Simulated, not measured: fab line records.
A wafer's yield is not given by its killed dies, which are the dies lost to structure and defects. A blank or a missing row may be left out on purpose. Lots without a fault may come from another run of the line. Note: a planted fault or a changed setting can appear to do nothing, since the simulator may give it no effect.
Tool commonality check / flow n5-finfet / 9 lots, 27 wafers sampled

REASON IT WAS OPENED
Flagged at N5_BEOL_M1_CD_MEAS_11: reading cd-nm, on 2 of 9 lots. No-fault wafers: 17.11 nm, standard deviation 0.23.
Rule: a lot gets a flag if all its wafers with a number sit over 4 standard deviations from that mean, or if no wafer of it has a number. All remaining lots are regarded as sound.

lot=L107; measured=day 6 00:03; on=cd-sem-01; cd-nm (nm), wafer by wafer=17.49 17.22 16.98; flag=
lot=L108; measured=day 6 20:06; on=cd-sem-01; cd-nm (nm), wafer by wafer=17.19 17.18 17.45; flag=
lot=L110; measured=day 6 23:53; on=cd-sem-01; cd-nm (nm), wafer by wafer=17.19 17.31 17.28; flag=
lot=L115; measured=day 8 01:27; on=cd-sem-01; cd-nm (nm), wafer by wafer=16.64 17.08 16.80; flag=
lot=L118; measured=day 8 23:18; on=cd-sem-03; cd-nm (nm), wafer by wafer=18.87 18.48 18.41; flag=FLAGGED
lot=L119; measured=day 9 09:42; on=cd-sem-01; cd-nm (nm), wafer by wafer=17.22 17.20 16.85; flag=
lot=L120; measured=day 9 12:43; on=cd-sem-02; cd-nm (nm), wafer by wafer=18.61 18.09 18.18; flag=FLAGGED
lot=L126; measured=day 10 18:00; on=cd-sem-01; cd-nm (nm), wafer by wafer=17.07 17.27 16.98; flag=
lot=L127; measured=day 10 22:30; on=cd-sem-02; cd-nm (nm), wafer by wafer=17.30 17.31 17.07; flag=
Average over the flagged lots: 18.44 nm; offset from the usual +1.33 nm, equal to +6 standard deviations.

WHICH TOOL EACH LOT WENT THROUGH
Before the reading, the record contains 3 process steps out of a 1938-step route. Read each cell as the tool, then ch plus the chambers that the sampled wafers visited, then the start.
lot=L107; flag=; N5_BEOL_M0_ANNEAL_117=pvd-sputter-02, day 5 21:37; N5_BEOL_M1_PECVD_72=pecvd-02 ch 0,1, day 5 23:35; N5_BEOL_M1_EXPOSE_08=euv-scanner-02 ch 0, day 5 23:56
lot=L108; flag=; N5_BEOL_M0_ANNEAL_117=pvd-sputter-03, day 6 17:11; N5_BEOL_M1_PECVD_72=pecvd-03 ch 1,2, day 6 18:41; N5_BEOL_M1_EXPOSE_08=euv-scanner-02 ch 0, day 6 19:58
lot=L110; flag=; N5_BEOL_M0_ANNEAL_117=pvd-sputter-03, day 6 21:23; N5_BEOL_M1_PECVD_72=pecvd-01 ch 0,1, day 6 23:18; N5_BEOL_M1_EXPOSE_08=euv-scanner-02 ch 0, day 6 23:45
lot=L115; flag=; N5_BEOL_M0_ANNEAL_117=pvd-sputter-01, day 7 23:16; N5_BEOL_M1_PECVD_72=pecvd-02 ch 1,2, day 8 00:46; N5_BEOL_M1_EXPOSE_08=euv-scanner-02 ch 0, day 8 01:19
lot=L118; flag=FLAGGED; N5_BEOL_M0_ANNEAL_117=pvd-sputter-03, day 8 19:23; N5_BEOL_M1_PECVD_72=pecvd-02 ch 0,1, day 8 20:56; N5_BEOL_M1_EXPOSE_08=euv-scanner-02 ch 0, day 8 23:11
lot=L119; flag=; N5_BEOL_M0_ANNEAL_117=pvd-sputter-01, day 9 07:34; N5_BEOL_M1_PECVD_72=pecvd-03 ch 1,2, day 9 09:07; N5_BEOL_M1_EXPOSE_08=euv-scanner-01 ch 0, day 9 09:35
lot=L120; flag=FLAGGED; N5_BEOL_M0_ANNEAL_117=pvd-sputter-03, day 9 08:25; N5_BEOL_M1_PECVD_72=pecvd-03 ch 1,2, day 9 10:37; N5_BEOL_M1_EXPOSE_08=euv-scanner-02 ch 0, day 9 12:36
lot=L126; flag=; N5_BEOL_M0_ANNEAL_117=pvd-sputter-03, day 10 14:48; N5_BEOL_M1_PECVD_72=pecvd-03 ch 1,2, day 10 16:45; N5_BEOL_M1_EXPOSE_08=euv-scanner-01 ch 0, day 10 17:53
lot=L127; flag=; N5_BEOL_M0_ANNEAL_117=pvd-sputter-02, day 10 20:03; N5_BEOL_M1_PECVD_72=pecvd-01 ch 0,1,2, day 10 21:33; N5_BEOL_M1_EXPOSE_08=euv-scanner-01 ch 0, day 10 22:22
What these steps do:
- N5_BEOL_M0_ANNEAL_117: time 60 s.
- N5_BEOL_M1_PECVD_72: deposits SiO2 from TEOS/O2, target thk 16 nm, time 18 s.
- N5_BEOL_M1_EXPOSE_08: exposes mask M1.
- N5_BEOL_M1_CD_MEAS_11: target cd 17.05 nm.

FLAGGED OVER TOTAL, TOOL BY TOOL (the gauges that took the reading come last)
step=N5_BEOL_M0_ANNEAL_117; tool=pvd-sputter-01; lots run=2; flagged=0; share of the flagged lots=none; sound lots run after its first flagged lot=-
step=N5_BEOL_M0_ANNEAL_117; tool=pvd-sputter-02; lots run=2; flagged=0; share of the flagged lots=none; sound lots run after its first flagged lot=-
step=N5_BEOL_M0_ANNEAL_117; tool=pvd-sputter-03; lots run=5; flagged=2; share of the flagged lots=all; sound lots run after its first flagged lot=1 (L126)
step=N5_BEOL_M1_PECVD_72; tool=pecvd-01; lots run=2; flagged=0; share of the flagged lots=none; sound lots run after its first flagged lot=-
step=N5_BEOL_M1_PECVD_72; tool=pecvd-02; lots run=3; flagged=1; share of the flagged lots=some; sound lots run after its first flagged lot=0
step=N5_BEOL_M1_PECVD_72; tool=pecvd-03; lots run=4; flagged=1; share of the flagged lots=some; sound lots run after its first flagged lot=1 (L126)
step=N5_BEOL_M1_EXPOSE_08; tool=euv-scanner-01; lots run=3; flagged=0; share of the flagged lots=none; sound lots run after its first flagged lot=-
step=N5_BEOL_M1_EXPOSE_08; tool=euv-scanner-02; lots run=6; flagged=2; share of the flagged lots=all; sound lots run after its first flagged lot=0
step=N5_BEOL_M1_CD_MEAS_11; tool=cd-sem-01; lots run=6; flagged=0; share of the flagged lots=none; sound lots run after its first flagged lot=-
step=N5_BEOL_M1_CD_MEAS_11; tool=cd-sem-02; lots run=2; flagged=1; share of the flagged lots=some; sound lots run after its first flagged lot=1 (L127)
step=N5_BEOL_M1_CD_MEAS_11; tool=cd-sem-03; lots run=1; flagged=1; share of the flagged lots=some; sound lots run after its first flagged lot=0

WHAT THE TABLE PERMITS
pvd-sputter-03 at N5_BEOL_M0_ANNEAL_117 and euv-scanner-02 at N5_BEOL_M1_EXPOSE_08 are the 2 rows of the table that ran each flagged lot.
- pvd-sputter-03 at N5_BEOL_M0_ANNEAL_117 ran 5 lots, 2 of them flagged. After the first flagged lot (L126), sound lots still ran on it; a lasting fault on the whole tool would not permit that.
- euv-scanner-02 at N5_BEOL_M1_EXPOSE_08 ran 6 lots, 2 of them flagged. It ran its last sound lot, L115, at day 8 01:19 and its first flagged lot, L118, at day 8 23:11: a fault with its onset between the two fits. Its own readings (exposure-dose-mJ-cm2) fall more than 4 standard deviations out on all wafers of the flagged lots.
One tool is left: euv-scanner-02 at N5_BEOL_M1_EXPOSE_08.

WHAT THE SIMULATOR PUT IN
Process parameter drift: euv-scanner-02, from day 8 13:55 on, at N5_BEOL_M1_EXPOSE_08. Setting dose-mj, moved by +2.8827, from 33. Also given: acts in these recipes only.
Lots struck among those shown: L118, L120. The rule above reached the same finding.
